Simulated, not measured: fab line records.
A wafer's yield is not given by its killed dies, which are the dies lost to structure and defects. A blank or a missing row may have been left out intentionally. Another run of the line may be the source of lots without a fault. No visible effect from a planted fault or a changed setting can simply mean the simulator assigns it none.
fab line records	flow n5Finfet
record lots=24	wafers=72	lastDay=22
route steps=1938 shown ILD0@335 SDB@357 HKMG_FIN@389 GATE_CUT@516 MOL_CONTACT_COAG@530
lots that met no fault: taken from a fault-free run of the same line
startH: hours from the record's first day to the start of the lot's first wafer shown	waitH: hours since the lot's step before	" same as the row above	L1.1+2: one row covering several wafers at once	- value missing, or start not given	* or withheld: withheld	< > ~ a bound
route shown NAME@n: NAME is a module with steps in the file, n the number in the route of the first one	usual: mean/standard deviation of fault-free wafers	same: alike in all rows	chamber/n: place in a boat	sites: readings site by site	_std_site: how widely they spread, as a standard deviation	_edge_site: mean of outer sites minus mean of inner sites	radiusMm: how far each site lies from the wafer's centre	mask NAME#n: copy n	behind: the last tool/chamber to shape the wafer	hold: why the lot went on hold/how many hours it stayed there/how the hold came to an end	device: the n, p or np transistor that did not switch	end of line: the route-end tests of the same wafers	for a step that has no rows: nothing shown but its recipe	killed: at the first sort, the dies lost to defects and structure; wafer yield is something else	map: dies across one wafer; x = killed, . = not, _ = none there
set.NAME: the setting that was run; set.NAME@STEP: the one run at that earlier step	model.NAME: the simulator's own value behind a step, which no gauge read
route steps across a sampled set of lots; one table per step, one row per wafer
services: from which hour (startH, from the record's first day; less than 0 if before it) a tool's chamber was out of use, for how many hours, and why
## steps
# step N5_ILD0_LINER_00
# recipe material=SiNx	targetThkA=40	tempC=400	aldPrecursorFamily=SiH2I2	aldCoReactant=N2/H2-plasma	pulseTimeS=1	purgeTimeS=2	coReactantPurgeTimeS=2	aldCycles=80	pressureTorr=2
# usual heaterPowerW=839/110	precursorPulseHeightRel=0.996/0.019
lot.wafer	tool	chamber	startH	waitH	heaterPowerW	precursorPulseHeightRel
L074.1	aldSin-03	0	59.48	0.0	793	0.993
L074.3	"	1	"	"	758	0.950
L074.5	"	3	"	"	864	0.986
L075.2	aldSin-03	1	69.03	0.0	768	1.015
L075.4	"	2	"	"	1127	0.986
L075.5	"	3	"	"	839	1.002
L076.4	aldSin-03	0	70.94	0.0	797	0.985
L076.5	"	2	"	"	1128	0.972
L076.6	"	1	"	"	742	0.983
L077.1	aldSin-02	3	76.96	0.3	796	1.003
L077.4	"	1	"	"	823	1.002
L077.6	"	2	"	"	765	0.993
L078.4	aldSin-02	2	83.14	0.0	780	0.986
L078.5	"	1	"	"	845	1.024
L078.6	"	0	"	"	790	0.987
L079.1	aldSin-01	1	88.80	0.0	841	1.037
L079.3	"	3	"	"	830	0.972
L079.4	"	2	"	"	966	1.013
L080.3	aldSin-02	1	94.80	0.3	824	1.021
L080.4	"	2	"	"	786	0.965
L080.5	"	3	"	"	794	0.976
L081.1	aldSin-03	2	100.71	0.1	1083	1.017
L081.2	"	0	"	"	800	0.973
L081.4	"	1	"	"	729	1.025
L082.1	aldSin-01	2	108.90	0.0	1000	1.009
L082.3	"	0	"	"	704	0.984
L082.6	"	2	"	"	977	0.992
L083.2	aldSin-01	1	117.73	0.0	837	0.967
L083.3	"	0	"	"	694	0.976
L083.4	"	2	"	"	969	1.003
L084.4	aldSin-01	0	120.10	0.1	700	0.967
L084.5	"	0	"	"	701	1.006
L084.6	"	3	"	"	823	0.996
L085.1	aldSin-03	2	126.87	0.0	1072	0.989
L085.2	"	1	"	"	717	1.000
L085.6	"	1	"	"	726	1.016
L086.3	aldSin-01	2	132.84	0.3	989	0.973
L086.5	"	2	"	"	961	0.982
L086.6	"	1	"	"	854	0.993
L087.2	aldSin-02	1	138.32	0.0	827	0.980
L087.4	"	3	"	"	796	0.997
L087.6	"	2	"	"	776	0.973
L088.2	aldSin-03	2	143.17	0.2	1080	0.979
L088.5	"	0	"	"	790	1.011
L088.6	"	3	"	"	811	1.005
L089.1	aldSin-03	1	149.12	0.0	735	1.005
L089.2	"	3	"	"	830	0.976
L089.3	"	0	"	"	805	1.012
L090.3	aldSin-02	2	153.68	0.2	794	0.995
L090.5	"	0	"	"	775	1.002
L090.6	"	2	"	"	800	0.993
L091.1	aldSin-02	0	160.23	0.0	774	1.003
L091.2	"	3	"	"	798	0.972
L091.3	"	2	"	"	809	0.999
L092.1	aldSin-02	3	166.22	0.0	783	1.023
L092.2	"	0	"	"	774	1.021
L092.5	"	0	"	"	786	1.007
L093.1	aldSin-01	0	171.89	0.1	706	1.027
L093.4	"	1	"	"	852	1.002
L093.5	"	2	"	"	955	0.983
L094.1	aldSin-03	0	178.97	0.1	793	1.009
L094.5	"	2	"	"	1070	0.994
L094.6	"	3	"	"	833	0.981
L095.4	aldSin-03	1	186.12	0.3	737	0.990
L095.5	"	3	"	"	839	0.972
L095.6	"	0	"	"	792	1.022
L096.3	aldSin-03	2	192.93	0.3	1088	1.024
L096.4	"	1	"	"	735	0.997
L096.6	"	0	"	"	811	1.012
L097.3	aldSin-03	1	202.30	0.1	744	0.986
L097.4	"	2	"	"	1103	0.987
L097.5	"	0	"	"	811	0.993
# step N5_ILD0_ALD_15
# recipe material=SiNx	targetThkA=240	tempC=400	aldPrecursorFamily=SiH2I2	aldCoReactant=N2/H2-plasma	pulseTimeS=1	aldCycles=480	purgeTimeS=2	coReactantPurgeTimeS=2	pressureTorr=2
# usual heaterPowerW=833/100	precursorPulseHeightRel=0.999/0.021
lot.wafer	tool	chamber	startH	waitH	heaterPowerW	precursorPulseHeightRel
L074.1	aldSin-01	0	63.54	0.6	684	0.991
L074.3	"	3	"	"	835	1.000
L074.5	"	3	64.62	1.2	858	0.988
L075.2	aldSin-02	0	72.75	0.5	782	1.021
L075.4	"	1	"	"	808	1.016
L075.5	"	3	73.83	1.2	825	1.024
L076.4	aldSin-03	3	75.74	1.3	833	0.999
L076.5	"	2	"	"	1162	0.996
L076.6	"	1	"	"	767	1.014
L077.1	aldSin-02	3	80.67	0.6	786	1.003
L077.4	"	2	"	"	767	0.992
L077.6	"	3	81.76	1.1	787	1.004
L078.4	aldSin-02	0	86.84	0.2	777	1.010
L078.5	"	3	87.92	1.2	791	0.983
L078.6	"	0	"	"	792	1.001
L079.1	aldSin-01	0	92.80	0.9	685	0.964
L079.3	"	3	"	"	832	1.007
L079.4	"	2	"	"	965	0.997
L080.3	aldSin-01	1	98.59	0.4	838	1.003
L080.4	"	2	"	"	987	0.977
L080.5	"	0	99.68	1.3	699	0.973
L081.1	aldSin-01	0	104.41	0.6	705	1.005
L081.2	"	2	"	"	979	1.004
L081.4	"	1	"	"	835	1.012
L082.1	aldSin-01	2	113.73	0.6	976	1.023
L082.3	"	1	"	"	883	1.018
L082.6	"	3	114.82	1.1	840	0.998
L083.2	aldSin-02	2	121.43	0.5	792	0.968
L083.3	"	1	"	"	820	0.975
L083.4	"	0	"	"	768	1.000
L084.4	aldSin-02	2	123.80	0.2	799	1.043
L084.5	"	2	124.89	1.2	788	1.033
L084.6	"	1	"	"	800	0.990
L085.1	aldSin-02	2	130.77	0.6	783	1.018
L085.2	"	0	"	"	786	1.015
L085.6	"	3	131.85	1.1	795	1.002
L086.3	aldSin-01	2	136.55	0.4	973	1.037
L086.5	"	0	137.64	1.2	710	1.016
L086.6	"	1	"	"	835	1.000
L087.2	aldSin-02	0	142.02	0.5	782	1.008
L087.4	"	3	"	"	789	0.994
L087.6	"	0	143.11	1.1	777	0.994
L088.2	aldSin-01	0	147.10	0.6	707	1.006
L088.5	"	0	148.19	1.3	705	0.960
L088.6	"	3	"	"	850	1.019
L089.1	aldSin-01	3	152.84	0.6	840	1.023
L089.2	"	1	"	"	863	0.993
L089.3	"	2	"	"	1006	1.014
L090.3	aldSin-03	3	157.59	0.4	850	0.962
L090.5	"	1	158.68	1.2	731	1.003
L090.6	"	2	"	"	1066	0.998
L091.1	aldSin-03	1	163.94	0.6	719	1.012
L091.2	"	2	"	"	1071	0.941
L091.3	"	0	"	"	779	1.003
L092.1	aldSin-03	3	170.20	0.8	833	0.992
L092.2	"	0	"	"	784	0.994
L092.5	"	1	171.28	1.5	737	0.995
L093.1	aldSin-03	2	175.84	0.8	1067	1.020
L093.4	"	3	"	"	830	0.973
L093.5	"	2	176.93	1.4	1065	0.995
L094.1	aldSin-03	0	182.69	0.6	815	1.004
L094.5	"	0	183.77	1.2	787	1.015
L094.6	"	1	"	"	718	0.998
L095.4	aldSin-03	3	189.83	0.2	810	0.991
L095.5	"	2	190.92	1.2	1079	1.009
L095.6	"	1	"	"	722	0.962
L096.3	aldSin-02	0	197.04	0.4	759	0.961
L096.4	"	1	"	"	751	0.957
L096.6	"	3	198.13	1.1	739	0.999
L097.3	aldSin-03	3	206.01	0.4	828	0.997
L097.4	"	1	"	"	750	1.023
L097.5	"	0	207.10	1.2	799	0.962
# step N5_SDB_OVL_MEAS_12
# recipe pointsPerWafer=44
# usual SDB_OVL=0.0/0.73
# same pointsPerWafer=44
lot.wafer	tool	chamber	startH	waitH	SDB_OVL[nm]
L074.1	overlay-01	0	66.48	0.0	0.7
L074.3	"	0	"	"	-0.5
L074.5	"	0	"	"	-1.1
L075.2	overlay-02	0	75.78	0.0	1.4
L075.4	"	0	"	"	0.0
L075.5	"	0	"	"	-1.2
L076.4	overlay-02	0	77.57	0.0	1.6
L076.5	"	0	"	"	0.4
L076.6	"	0	"	"	-0.4
L077.1	overlay-01	0	83.59	0.0	-1.0
L077.4	"	0	"	"	0.5
L077.6	"	0	"	"	0.1
L078.4	overlay-01	0	89.75	0.0	-1.1
L078.5	"	0	"	"	0.4
L078.6	"	0	"	"	-0.4
L079.1	overlay-01	0	95.84	0.0	-0.6
L079.3	"	0	"	"	-1.7
L079.4	"	0	"	"	-1.0
L080.3	overlay-02	0	101.63	0.0	0.7
L080.4	"	0	"	"	0.0
L080.5	"	0	"	"	0.4
L081.1	overlay-01	0	107.45	0.0	-0.7
L081.2	"	0	"	"	-0.8
L081.4	"	0	"	"	0.6
L082.1	overlay-02	0	116.78	0.0	-0.3
L082.3	"	0	"	"	-0.3
L082.6	"	0	"	"	0.0
L083.2	overlay-02	0	124.54	0.0	-1.7
L083.3	"	0	"	"	-0.6
L083.4	"	0	"	"	-1.0
L084.4	overlay-02	0	126.85	0.0	0.8
L084.5	"	0	"	"	-0.3
L084.6	"	0	"	"	0.7
L085.1	overlay-01	0	133.81	0.0	-0.5
L085.2	"	0	"	"	0.5
L085.6	"	0	"	"	-0.6
L086.3	overlay-02	0	139.47	0.0	0.5
L086.5	"	0	"	"	0.5
L086.6	"	0	"	"	0.4
L087.2	overlay-01	0	145.06	0.0	-0.4
L087.4	"	0	"	"	1.1
L087.6	"	0	"	"	-0.2
L088.2	overlay-02	0	150.01	0.0	0.7
L088.5	"	0	"	"	0.5
L088.6	"	0	"	"	0.7
L089.1	overlay-01	0	155.91	0.0	-0.7
L089.2	"	0	"	"	-0.5
L089.3	"	0	"	"	-0.7
L090.3	overlay-01	0	160.63	0.0	0.4
L090.5	"	0	"	"	1.5
L090.6	"	0	"	"	0.4
L091.1	overlay-02	0	166.85	0.0	1.2
L091.2	"	0	"	"	0.9
L091.3	"	0	"	"	0.1
L092.1	overlay-02	0	173.23	0.0	-0.1
L092.2	"	0	"	"	0.0
L092.5	"	0	"	"	-0.1
L093.1	overlay-02	0	178.89	0.0	0.3
L093.4	"	0	"	"	0.8
L093.5	"	0	"	"	-0.5
L094.1	overlay-01	0	185.60	0.0	-0.9
L094.5	"	0	"	"	0.2
L094.6	"	0	"	"	-0.9
L095.4	overlay-02	0	192.95	0.0	1.0
L095.5	"	0	"	"	1.9
L095.6	"	0	"	"	2.1
L096.3	overlay-01	0	199.96	0.0	0.4
L096.4	"	0	"	"	0.6
L096.6	"	0	"	"	0.7
L097.3	overlay-01	0	209.08	0.0	0.5
L097.4	"	0	"	"	0.3
L097.5	"	0	"	"	-0.8
# step N5_HKMG_FIN_ALD_75
# recipe material=Al2O3	targetThkA=10	tempC=150	aldPrecursorFamily=TMA	aldCoReactant=H2O	pulseTimeS=withheld	coReactantPulseTimeS=1
# usual heaterPowerW=151/10	precursorPulseHeightRel=1.001/0.019
lot.wafer	tool	chamber	startH	waitH	heaterPowerW	precursorPulseHeightRel
L074.1	aldHk-02	2	72.35	0.2	154	0.998
L074.3	"	3	"	"	176	1.000
L074.5	"	0	"	"	138	0.990
L075.2	aldHk-02	1	81.64	0.2	137	0.998
L075.4	"	2	"	"	154	1.000
L075.5	"	1	"	"	133	1.018
L076.4	aldHk-01	3	82.85	0.0	146	0.983
L076.5	"	1	"	"	161	1.000
L076.6	"	0	"	"	147	0.977
L077.1	aldHk-03	3	88.90	0.0	144	0.977
L077.4	"	1	"	"	151	1.000
L077.6	"	2	"	"	163	1.020
L078.4	aldHk-03	0	94.95	0.0	138	0.980
L078.5	"	0	"	"	141	0.970
L078.6	"	1	"	"	150	1.001
L079.1	aldHk-01	1	101.92	0.0	156	0.989
L079.3	"	3	"	"	145	1.013
L079.4	"	0	"	"	151	0.992
L080.3	aldHk-01	0	107.05	0.0	151	0.988
L080.4	"	1	"	"	164	1.034
L080.5	"	0	"	"	148	1.019
L081.1	aldHk-03	0	112.98	0.0	141	1.003
L081.2	"	3	"	"	148	1.020
L081.4	"	2	"	"	161	1.020
L082.1	aldHk-01	3	122.17	0.0	144	1.015
L082.3	"	2	"	"	152	0.984
L082.6	"	2	"	"	156	0.992
L083.2	aldHk-03	1	130.27	0.0	154	0.992
L083.3	"	3	"	"	150	1.005
L083.4	"	2	"	"	164	1.021
L084.4	aldHk-03	1	132.65	0.0	152	1.004
L084.5	"	0	"	"	145	1.007
L084.6	"	1	"	"	152	0.976
L085.1	aldHk-02	1	139.50	0.0	134	1.006
L085.2	"	0	"	"	138	1.022
L085.6	"	2	"	"	157	1.040
L086.3	aldHk-03	0	145.23	0.0	142	1.039
L086.5	"	2	"	"	165	1.018
L086.6	"	1	"	"	154	1.000
L087.2	aldHk-03	0	150.48	0.1	140	1.020
L087.4	"	1	"	"	149	0.999
L087.6	"	2	"	"	161	0.995
L088.2	aldHk-01	1	155.34	0.0	164	0.962
L088.5	"	2	"	"	154	0.985
L088.6	"	3	"	"	146	0.989
L089.1	aldHk-01	3	161.28	0.0	143	0.979
L089.2	"	1	"	"	160	1.001
L089.3	"	0	"	"	149	1.019
L090.3	aldHk-01	2	167.49	0.0	159	0.994
L090.5	"	0	"	"	151	0.953
L090.6	"	3	"	"	146	1.030
L091.1	aldHk-02	2	171.97	0.0	151	0.991
L091.2	"	1	"	"	139	0.975
L091.3	"	0	"	"	140	0.976
L092.1	aldHk-01	1	179.80	0.0	163	0.996
L092.2	"	3	"	"	146	1.001
L092.5	"	2	"	"	153	0.979
L093.1	aldHk-02	2	183.87	0.0	155	0.994
L093.4	"	1	"	"	138	1.013
L093.5	"	1	"	"	135	0.992
L094.1	aldHk-01	3	190.72	0.0	148	1.022
L094.5	"	0	"	"	150	1.017
L094.6	"	1	"	"	163	1.010
L095.4	aldHk-01	0	198.29	0.0	147	1.011
L095.5	"	2	"	"	156	1.004
L095.6	"	3	"	"	146	0.968
L096.3	aldHk-02	3	205.02	0.0	174	0.979
L096.4	"	0	"	"	139	0.982
L096.6	"	0	"	"	143	1.036
L097.3	aldHk-01	3	214.68	0.0	147	1.007
L097.4	"	1	"	"	160	0.994
L097.5	"	1	"	"	163	0.986
# step N5_GATE_CUT_INSPECT_26
# recipe inspectInstrument=darkfield	mode=postCmp
# usual rawDefectCount=39/16
lot.wafer	tool	chamber	startH	waitH	rawDefectCount
L074.1	defectInspect-01	-	88.24	0.0	38
L074.3	"	-	"	"	23
L074.5	"	-	"	"	49
L075.2	defectInspect-01	-	98.91	0.0	23
L075.4	"	-	"	"	34
L075.5	"	-	"	"	31
L076.4	defectInspect-02	-	101.82	0.0	47
L076.5	"	-	"	"	69
L076.6	"	-	"	"	59
L077.1	defectInspect-01	-	106.46	0.0	16
L077.4	"	-	"	"	10
L077.6	"	-	"	"	24
L078.4	defectInspect-02	-	110.60	0.0	41
L078.5	"	-	"	"	60
L078.6	"	-	"	"	34
L079.1	defectInspect-01	-	118.12	0.0	33
L079.3	"	-	"	"	46
L079.4	"	-	"	"	36
L080.3	defectInspect-01	-	124.64	0.0	29
L080.4	"	-	"	"	72
L080.5	"	-	"	"	55
L081.1	defectInspect-02	-	129.21	0.0	87
L081.2	"	-	"	"	27
L081.4	"	-	"	"	35
L082.1	defectInspect-01	-	137.82	0.0	58
L082.3	"	-	"	"	10
L082.6	"	-	"	"	25
L083.2	defectInspect-02	-	146.50	0.0	37
L083.3	"	-	"	"	25
L083.4	"	-	"	"	62
L084.4	defectInspect-01	-	148.42	0.0	33
L084.5	"	-	"	"	40
L084.6	"	-	"	"	53
L085.1	defectInspect-01	-	155.26	0.0	30
L085.2	"	-	"	"	21
L085.6	"	-	"	"	50
L086.3	defectInspect-01	-	160.92	0.0	51
L086.5	"	-	"	"	45
L086.6	"	-	"	"	40
L087.2	defectInspect-02	-	167.34	0.0	20
L087.4	"	-	"	"	68
L087.6	"	-	"	"	31
L088.2	defectInspect-02	-	171.60	0.0	25
L088.5	"	-	"	"	24
L088.6	"	-	"	"	21
L089.1	defectInspect-02	-	177.44	0.0	44
L089.2	"	-	"	"	32
L089.3	"	-	"	"	46
L090.3	defectInspect-02	-	184.58	0.0	46
L090.5	"	-	"	"	42
L090.6	"	-	"	"	27
L091.1	defectInspect-01	-	187.73	0.0	19
L091.2	"	-	"	"	20
L091.3	"	-	"	"	25
L092.1	defectInspect-02	-	195.93	0.0	32
L092.2	"	-	"	"	42
L092.5	"	-	"	"	28
L093.1	defectInspect-01	-	199.76	0.0	61
L093.4	"	-	"	"	74
L093.5	"	-	"	"	39
L094.1	defectInspect-01	-	206.67	0.0	22
L094.5	"	-	"	"	24
L094.6	"	-	"	"	21
L095.4	defectInspect-02	-	213.84	0.0	62
L095.5	"	-	"	"	36
L095.6	"	-	"	"	37
L096.3	defectInspect-02	-	221.11	0.0	34
L096.4	"	-	"	"	33
L096.6	"	-	"	"	38
L097.3	defectInspect-01	-	230.74	0.0	52
L097.4	"	-	"	"	69
L097.5	"	-	"	"	68
# step N5_MOL_CONTACT_COAG_ETCH_59
# recipe chemistry=N2/H2	target=underlayer	targetDepthA=130	maskMaterial=CAR-EUV	timeS=10.4	ionEnergyEv=200	pressureMtorr=30	sourceW=840	biasW=150	n2FlowSccm=200	h2FlowSccm=200	ends=cleared
# usual biasW=150.0/0.47	drypumpMotorCurrentA=5.7/0.39	etchRfOnTimeS=10.45/0.15	oesProductAu=0.66/0.074	rfVppV=524.1/2.8	showerheadPlenumPTorr=2.55/0.1	throttleValvePct=17.96/0.14
lot.wafer	tool	chamber	startH	waitH	biasW	drypumpMotorCurrentA	etchRfOnTimeS	oesProductAu	rfHoursCounterH	rfVppV	showerheadPlenumPTorr	throttleValvePct
L074.1	rieDiel-02	2	88.69	0.0	150.0	5.7	10.15	0.72	66	527.5	2.69	18.00
L074.3	"	3	"	"	150.2	5.6	10.60	0.68	114	520.4	2.45	17.98
L074.5	"	0	"	"	150.6	5.6	10.21	0.64	-	520.4	2.44	17.73
L075.2	rieDiel-04	0	99.42	0.0	149.8	6.1	10.48	0.59	230	520.8	2.41	18.10
L075.4	"	3	"	"	150.0	5.1	10.46	0.62	204	525.4	2.62	18.09
L075.5	"	2	"	"	149.9	5.2	10.33	0.62	-	523.4	2.52	17.81
L076.4	rieDiel-04	2	102.61	0.0	150.2	5.2	10.47	0.62	182	523.8	2.52	17.80
L076.5	"	3	"	"	149.9	5.2	10.35	0.62	-	525.3	2.62	18.11
L076.6	"	2	"	"	150.2	5.2	10.47	0.62	-	522.4	2.52	17.81
L077.1	rieDiel-05	3	106.92	0.0	151.4	6.7	10.70	0.62	161	527.0	2.64	17.89
L077.4	"	1	"	"	150.8	5.4	10.75	0.58	231	519.6	2.42	18.14
L077.6	"	0	"	"	150.5	6.3	10.77	0.58	-	524.9	2.62	18.29
L078.4	rieDiel-04	3	111.24	0.0	150.2	5.1	10.36	0.61	209	526.8	2.62	18.12
L078.5	"	2	"	"	150.4	5.1	10.30	0.62	-	522.1	2.52	17.82
L078.6	"	1	"	"	150.7	5.5	10.23	0.82	-	521.9	2.49	17.94
L079.1	rieDiel-02	1	118.83	0.0	150.0	5.7	10.41	0.65	145	526.9	2.65	17.82
L079.3	"	3	"	"	149.7	5.6	10.68	0.66	124	520.9	2.45	18.01
L079.4	"	2	"	"	150.8	5.6	10.39	0.71	75	529.0	2.69	17.99
L080.3	rieDiel-02	0	125.10	0.0	150.7	5.6	10.42	0.62	175	520.6	2.43	17.75
L080.4	"	1	"	"	150.1	5.8	10.41	0.65	147	526.6	2.65	17.80
L080.5	"	3	"	"	149.1	5.6	10.76	0.67	-	521.8	2.45	18.00
L081.1	rieDiel-02	3	129.79	0.0	149.7	5.6	10.53	0.67	127	521.2	2.45	18.00
L081.2	"	0	"	"	149.6	5.6	10.31	0.62	177	519.9	2.43	17.74
L081.4	"	2	"	"	149.3	5.7	10.26	0.70	79	526.7	2.69	18.00
L082.1	rieDiel-04	1	138.27	0.0	149.9	5.6	10.30	0.79	25	523.5	2.49	17.97
L082.3	"	2	"	"	149.0	5.2	10.37	0.61	195	524.4	2.51	17.85
L082.6	"	3	"	"	150.7	5.1	10.50	0.59	-	524.7	2.61	18.13
L083.2	rieDiel-05	3	147.08	0.0	150.5	6.6	10.63	0.61	179	525.6	2.63	17.90
L083.3	"	1	"	"	150.7	5.4	10.59	0.57	246	521.3	2.41	18.14
L083.4	"	1	"	"	150.5	5.4	10.55	0.57	-	519.5	2.41	18.15
L084.4	rieDiel-05	3	148.89	0.0	149.6	6.6	10.49	0.62	180	526.1	2.63	17.94
L084.5	"	3	"	"	149.6	6.6	10.43	0.61	-	526.8	2.63	17.94
L084.6	"	2	"	"	150.6	5.7	10.30	0.61	-	526.2	2.62	18.15
L085.1	rieDiel-05	3	155.71	0.0	150.4	6.5	10.46	0.60	183	526.3	2.63	17.94
L085.2	"	2	"	"	150.4	5.8	10.41	0.60	215	527.4	2.62	18.15
L085.6	"	3	"	"	150.9	6.5	10.61	0.60	-	526.1	2.63	17.93
L086.3	rieDiel-02	1	161.86	0.0	149.4	5.8	10.38	0.64	160	526.7	2.64	17.83
L086.5	"	2	"	"	150.4	5.7	10.28	0.70	-	527.5	2.68	18.02
L086.6	"	1	"	"	149.7	5.7	10.38	0.64	-	527.3	2.64	17.84
L087.2	rieDiel-04	2	167.80	0.0	149.5	5.2	10.59	0.60	205	524.9	2.51	17.85
L087.4	"	3	"	"	150.3	5.1	10.54	0.59	-	526.6	2.61	18.16
L087.6	"	1	"	"	149.6	5.6	10.48	0.78	-	522.9	2.49	17.97
L088.2	rieDiel-05	3	172.18	0.0	149.6	6.6	10.52	0.60	190	525.3	2.63	17.94
L088.5	"	2	"	"	150.0	5.8	10.52	0.60	-	525.4	2.62	18.18
L088.6	"	3	"	"	149.4	6.6	10.65	0.60	-	524.8	2.63	17.93
L089.1	rieDiel-04	3	178.07	0.0	150.2	5.1	10.36	0.60	236	526.2	2.61	18.18
L089.2	"	0	"	"	150.2	6.1	10.17	0.87	0	527.6	2.73	17.69
L089.3	"	2	"	"	149.8	5.2	10.47	0.59	212	522.4	2.51	17.88
L090.3	rieDiel-02	1	185.18	0.0	149.6	5.7	10.20	0.64	170	526.9	2.64	17.85
L090.5	"	3	"	"	150.0	5.6	10.59	0.66	-	520.1	2.44	18.04
L090.6	"	0	"	"	149.4	5.6	10.32	0.60	-	520.6	2.42	17.79
L091.1	rieDiel-02	0	188.50	0.0	150.1	5.6	10.38	0.61	196	519.4	2.42	17.79
L091.2	"	2	"	"	149.1	5.7	10.36	0.69	101	527.2	2.68	18.04
L091.3	"	3	"	"	149.4	5.7	10.68	0.65	149	520.7	2.44	18.06
L092.1	rieDiel-04	0	197.50	0.0	150.3	6.1	10.25	0.82	9	528.4	2.72	17.72
L092.2	"	1	"	"	150.4	5.6	10.44	0.76	49	521.0	2.48	18.01
L092.5	"	3	"	"	150.0	5.1	10.52	0.59	-	525.0	2.60	18.17
L093.1	rieDiel-04	1	200.21	0.0	150.2	5.6	10.30	0.75	50	523.1	2.48	17.98
L093.4	"	2	"	"	150.0	5.1	10.49	0.59	220	523.0	2.50	17.90
L093.5	"	0	"	"	150.2	6.1	10.15	0.82	-	529.2	2.72	17.70
L094.1	rieDiel-04	3	207.15	0.0	149.9	5.1	10.48	0.59	248	526.5	2.60	18.19
L094.5	"	1	"	"	149.5	5.6	10.39	0.75	-	522.1	2.48	18.01
L094.6	"	2	"	"	150.2	5.2	10.60	0.58	-	522.4	2.50	17.88
L095.4	rieDiel-02	2	214.41	0.0	150.4	5.7	10.35	0.68	108	526.0	2.67	18.06
L095.5	"	3	"	"	149.7	5.6	10.76	0.64	-	522.3	2.43	18.04
L095.6	"	2	"	"	150.1	5.7	10.38	0.68	-	526.1	2.67	18.06
L096.3	rieDiel-02	1	221.70	0.0	149.7	5.8	10.35	0.62	181	526.9	2.64	17.86
L096.4	"	0	"	"	149.1	5.6	10.36	0.60	207	520.9	2.42	17.80
L096.6	"	2	"	"	149.5	5.7	10.37	0.68	-	527.3	2.67	18.06
L097.3	rieDiel-02	3	231.80	0.0	149.5	5.6	10.84	0.64	162	520.2	2.43	18.06
L097.4	"	0	"	"	149.5	5.6	10.52	0.60	209	520.7	2.42	17.82
L097.5	"	0	"	"	149.6	5.6	10.54	0.60	-	520.4	2.42	17.81
## services
tool	chamber	startH	hours	kind
aldSin-01	1	36.22	2.0	repair
aldSin-02	-	70.72	0.3	repair
aldSin-03	0	74.27	10.8	repair
rieDiel-04	3	81.15	6.9	repair
aldSin-03	3	85.16	6.3	repair
aldSin-03	-	85.25	14.0	pm
aldSin-03	0	85.25	14.0	ventCycle
aldSin-03	1	85.25	14.0	ventCycle
aldSin-03	2	85.25	14.0	ventCycle
aldSin-01	-	95.28	1.1	repair
aldSin-03	0	99.25	-	clean
aldSin-03	1	99.25	-	clean
aldSin-03	2	99.25	-	clean
aldSin-03	2	112.53	13.7	repair
aldSin-03	0	118.27	20.1	repair
rieDiel-05	1	126.71	2.8	repair
aldSin-01	3	140.26	2.1	repair
rieDiel-05	2	144.20	3.8	repair
aldHk-03	-	147.12	2.8	pm
aldSin-02	3	170.47	2.3	repair
rieDiel-05	-	172.97	2.8	pm
aldSin-02	-	176.87	14.0	pm
aldSin-01	0	199.07	7.3	repair
aldSin-01	1	227.25	4.3	repair
## key
fault none
